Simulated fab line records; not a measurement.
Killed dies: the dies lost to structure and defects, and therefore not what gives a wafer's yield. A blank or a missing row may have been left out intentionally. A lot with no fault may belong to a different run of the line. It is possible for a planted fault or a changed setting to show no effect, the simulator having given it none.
Matching of chambers | flow nand-harc | 3 sister chambers for NHARC_P_M0_PRE_CLEAN_31 on pecvd-04
The step time 12 s. 6 wafers are shown with their chamber, then 12 later ones without.

WAFERS, EACH WITH ITS CHAMBER
wafer  | chamber | heater-power-w (W)
L083.6 | 2       | 513
L086.3 | 1       | 654
L086.6 | 1       | 629
L087.2 | 0       | 526
L087.4 | 0       | 534
L087.6 | 2       | 572

WAFERS WITH NO CHAMBER GIVEN
wafer  | heater-power-w (W)
L087.1 | 553
L087.3 | 566
L087.5 | 549
L090.1 | 613
L090.2 | 485
L090.6 | 484
L093.4 | 542
L093.5 | 489
L093.6 | 586
L094.1 | 649
L094.3 | 546
L094.4 | 659

EACH ONE'S CHAMBER
wafer  | from the rows above          | in truth
L087.1 | can't be placed: 2 or 0      | 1
L087.3 | can't be placed: 2 or 0 or 1 | 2
L087.5 | can't be placed: 2 or 0      | 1
L090.1 | can't be placed: 1 or 2      | 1
L090.2 | can't be placed: 0 or 2      | 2
L090.6 | can't be placed: 0 or 2      | 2
L093.4 | can't be placed: 2 or 0      | 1
L093.5 | can't be placed: 0 or 2      | 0
L093.6 | can't be placed: 2 or 1 or 0 | 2
L094.1 | 1                            | 1
L094.3 | can't be placed: 2 or 0      | 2
L094.4 | 1                            | 1
Correct placement for 2 of the 12. Can't be placed from these rows: 10 (the true chamber is among the candidates in 7). Placed wrongly: 0.
How it was worked out, from the rows above alone: a wafer's distance from a chamber is the root of the sum, over the readings, of the square of ((its reading less the chamber's mean) divided by the reading's scatter). If the next closest chamber is less than 2 further off than the closest, the wafer can't be placed; otherwise it belongs to the closest. For every chamber, the mean is computed from those of its wafers that are shown. The scatter: take each reading less its chamber's mean, square it, sum over the shown wafers, divide by the number of wafers less the number of chambers, and take the root.
